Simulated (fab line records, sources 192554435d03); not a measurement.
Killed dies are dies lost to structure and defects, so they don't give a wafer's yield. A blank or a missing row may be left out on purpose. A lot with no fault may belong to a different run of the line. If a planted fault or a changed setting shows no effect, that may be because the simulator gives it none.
Split-lot trial | flow n5_finfet | 21 wafers read across 7 lots, on a route 1938 steps long

THE SPLIT
At N5_BEOL_M10_PECVD_70 (deposits SiO2 from TEOS/O2, target thk 20 nm, time 22.7 s), the setting temp_c was moved away from the recipe's 400 C on 7 of the 21 wafers read, by -4.1% to +3.1%. For the rest of the wafers, this setting stayed at what the recipe calls for.

The split's own step is where the reading is taken.

THE READING
SiO2_of_BEOL_M10_PECVD_70.thk_nm (the simulator's own value, which no gauge read), in nm, at N5_BEOL_M10_PECVD_70 (deposits SiO2 from TEOS/O2, target thk 20 nm, time 22.7 s). There is no usual value for it anywhere in the file. Across the 14 wafers here that went through the recipe, the average is 20.0 nm and the standard deviation 0.29 nm.

wafer  | tool, chamber at the split | temp_c as run, C | against the recipe | SiO2_of_BEOL_M10_PECVD_70.thk_nm, nm | against lot-mates on the recipe
L077.2 | pecvd-01, 1                | 400              | recipe             | 20.2                                 | -
L077.4 | pecvd-01, 1                | 400              | recipe             | 20.2                                 | -
L077.6 | pecvd-01, 2                | 400              | recipe             | 20                                   | -
L078.3 | pecvd-01, 1                | 400              | recipe             | 19.8                                 | -
L078.5 | pecvd-01, 0                | 412.3            | +3.1%              | 18.6                                 | -1.1
L078.6 | pecvd-01, 2                | 400              | recipe             | 19.6                                 | -
L083.3 | pecvd-01, 2                | 406.4            | +1.6%              | 18.6                                 | -1.0
L083.4 | pecvd-01, 2                | 400              | recipe             | 19.6                                 | -
L083.5 | pecvd-01, 0                | 406.4            | +1.6%              | 19                                   | -0.6
L085.2 | pecvd-02, 2                | 383.6            | -4.1%              | 22                                   | +2.0
L085.3 | pecvd-02, 1                | 383.6            | -4.1%              | 21.8                                 | +1.8
L085.5 | pecvd-02, 1                | 400              | recipe             | 20                                   | -
L086.3 | pecvd-02, 0                | 400              | recipe             | 19.6                                 | -
L086.4 | pecvd-02, 2                | 400              | recipe             | 19.8                                 | -
L086.6 | pecvd-02, 0                | 400              | recipe             | 20                                   | -
L089.3 | pecvd-01, 2                | 385.8            | -3.5%              | 21.6                                 | +1.0
L089.5 | pecvd-01, 2                | 385.8            | -3.5%              | 21.8                                 | +1.2
L089.6 | pecvd-01, 1                | 400              | recipe             | 20.6                                 | -
L097.1 | pecvd-02, 0                | 400              | recipe             | 20                                   | -
L097.4 | pecvd-02, 0                | 400              | recipe             | 20.2                                 | -
L097.5 | pecvd-02, 2                | 400              | recipe             | 20.4                                 | -

FIT RESULTS
A straight line over all 21 wafers: SiO2_of_BEOL_M10_PECVD_70.thk_nm changes by -0.494 nm for each +1% of temp_c; r = -0.95; the points scatter about the line by 0.3 nm.
The same after taking each lot's own level away (the mean of its wafers on the recipe; 21 wafers): -0.402 nm for each +1%; r = -0.97; scatter 0.2 nm.
On that fit, the largest move of temp_c shifts the reading by 1.6 nm.
The lots' own levels span 19.60 to 20.60 nm, that is 3.4 times the standard deviation above.
Thus the slope moves with the lot-to-lot level: the two fits are different.
Check: with one of the wafers moved furthest among these (-4.1%) left out of the fit, the line predicts +1.51 nm for it against its lot-mates. Against them it came out at +2 nm.

THE OTHER SPLITS THESE WAFERS WENT THROUGH
These wafers also went through other splits before the reading. Each is held against what the fit with the lots' levels taken away leaves over:
other split on the same wafers   | wafers away from the commonest value | r with SiO2_of_BEOL_M10_PECVD_70.thk_nm (lot level and that fit taken away)
N5_BEOL_M7_EXPOSE_25 dose_mj     | 5                                    | -0.14
N5_BEOL_M7_DESCUM_33 time_s      | 8                                    | +0.07
N5_BEOL_M8_COAT_22 spin_rpm      | 5                                    | +0.01
N5_BEOL_M8_EXPOSE_25 dose_mj     | 6                                    | -0.20
N5_BEOL_M8_VIA_ETCH_34 source_w  | 7                                    | +0.29
N5_BEOL_M8_TRENCH_ETCH_37 time_s | 6                                    | +0.30

THE FILE'S OWN FIT
SiO2_of_BEOL_M10_PECVD_70.thk_nm changes by -0.395 nm for each +1% of temp_c, r = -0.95.
